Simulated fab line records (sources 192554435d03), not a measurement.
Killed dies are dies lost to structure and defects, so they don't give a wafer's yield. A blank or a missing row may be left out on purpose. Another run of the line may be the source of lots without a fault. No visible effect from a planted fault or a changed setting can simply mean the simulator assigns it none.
Comparing a struck lot with a sound one -- flow n5Finfet -- 15 out of 1938 route steps
Sound: wafers L703.1, L703.2, L703.4. Struck: wafer L698.6. (L698.1, L698.4 of the same lot were not struck and are left out.) The cause comes at the end.
Per side, at each step with rows, come the tool, then ch with its chambers, and then its first start. Under that, the readings that differ: sound wafers -- struck wafers -- difference of the means -- sigmas: that difference in standard deviations of wafers without a fault.
alike: words and numbers the same on both sides, and readings whose means are apart by under 2 such deviations; not compared: readings that were withheld, readings missing a value for some wafer, numbers with overlapping values and no deviation given by the record, and bounds like >300 which may hide the same value.
A row with sigmas, a row that says differs or no value, or rows on one side alone: a step with any of these is where the two part. When numbers do not overlap yet have no deviation, they are printed without sigmas and do not part them. A reading missing from all wafers of one side parts the sides only when that side holds two or more wafers.

first, 2 steps without rows for these wafers: N5_BEOL_M10_TRENCH_ETCH_37 (etches SiCOH lowk in C4F6/O2, target depth 148.83 nm, time 48 s); N5_BEOL_M10_ETCH_41 (etches SiCN in CH3F/O2, target depth 42.6 nm, time 86 s).
N5_BEOL_M10_STRIP_77: strips in N2/H2, time 10 s.
  sound: rieDiel-05 ch 1,2,3; struck: rieDiel-04 ch 2
  alike: drypumpMotorCurrentA, oesProductAu, rfVppV, showerheadPlenumPTorr, throttleValvePct
  not compared: rfHoursCounterH
N5_BEOL_M10_OCD_MEAS_38:
  struck on ocd-02, day 14 21:21; sound on ocd-02, day 15 21:20
  alike: trenchDepthNm
then, 4 steps without rows for these wafers: N5_BEOL_M10_HM_STRIP_39 (strips TiN in peroxide tin strip, target depth 25 nm, time 158 s); N5_BEOL_M10_SRD_40 (time 30 s); N5_BEOL_M10_PRECLEAN_42 (cleans in residue remover, time 60 s); N5_BEOL_M10_SRD_43 (time 30 s).
N5_BEOL_M10_CD_MEAS_35 targets a cd of 70 nm.
  struck on cdSem-03, day 14 21:31; sound on cdSem-02, day 15 21:29
  alike: cdNm
N5_BEOL_M10_CURE_72: cures SiCOH lowk, time 120 s.
  sound on uvCure-03 ch 0, day 15 21:32; struck on uvCure-01 ch 1, day 14 21:33
  alike: lampPowerPct, wafer_temp_C_max
N5_BEOL_M10_DEGAS_44: time 60 s.
  struck on pvdSputter-01, day 14 21:52; sound on pvdSputter-02, day 15 21:55
  alike: heaterPowerW
N5_BEOL_M10_PRE_CLEAN_45: time 30 s.
  struck on pvdSputter-01, day 14 21:55; sound on pvdSputter-02, day 15 21:57
  alike: heaterPowerW
N5_BEOL_M10_ALD_74: deposits TaN, target thk 2 nm, pulse time 2 s, purge time 3 s.
  sound on aldMetal-04 ch 2,3, day 15 22:01; struck on aldMetal-01 ch 3, day 14 21:58
reading,sound,struck,difference,sigmas
aldCycles,40 40 40,59,+19,
model.TaN_of_BEOL_M10_ALD_74.thkNm (nm),2 2 2,3,+1,
  alike: heaterPowerW
  not compared: sinceWetCleanH
N5_BEOL_M10_SURFACE_TREAT_76:
  struck on pvdSputter-03, day 14 22:16; sound on pvdSputter-03, day 15 22:22
  not compared: throttleValvePct
-- a jump in the record: the struck wafers' starts before and after are 2 days apart (it breaks off in module BEOL_M10 and resumes in module PASSIVATION, where the first step shown is number 1936 of the route) --
N5_PASSIVATION_PROBE_49:
  struck on prober-01, day 17 01:13; sound on prober-02, day 17 22:26
reading,sound,struck,difference,sigmas
killed_at_M0_to_M3,38 16 33,61,+32,+3
killed_at_M4_up,15 18 14,4,-12,-2
  alike: defectLimitedYield, killedAtContacts, killedAtFrontEnd, killedAtOther, killedDies, killedOpen, killedShort, sort_bin_4_leakage, sort_bin_5_function, sort_bin_6_memory, sort_bin_8_speed, sortNPass, sortYieldPct

== WHERE THEY PART ==
Only at N5_PASSIVATION_PROBE_49, as far as this record shows.

WHY: what the simulator had put in
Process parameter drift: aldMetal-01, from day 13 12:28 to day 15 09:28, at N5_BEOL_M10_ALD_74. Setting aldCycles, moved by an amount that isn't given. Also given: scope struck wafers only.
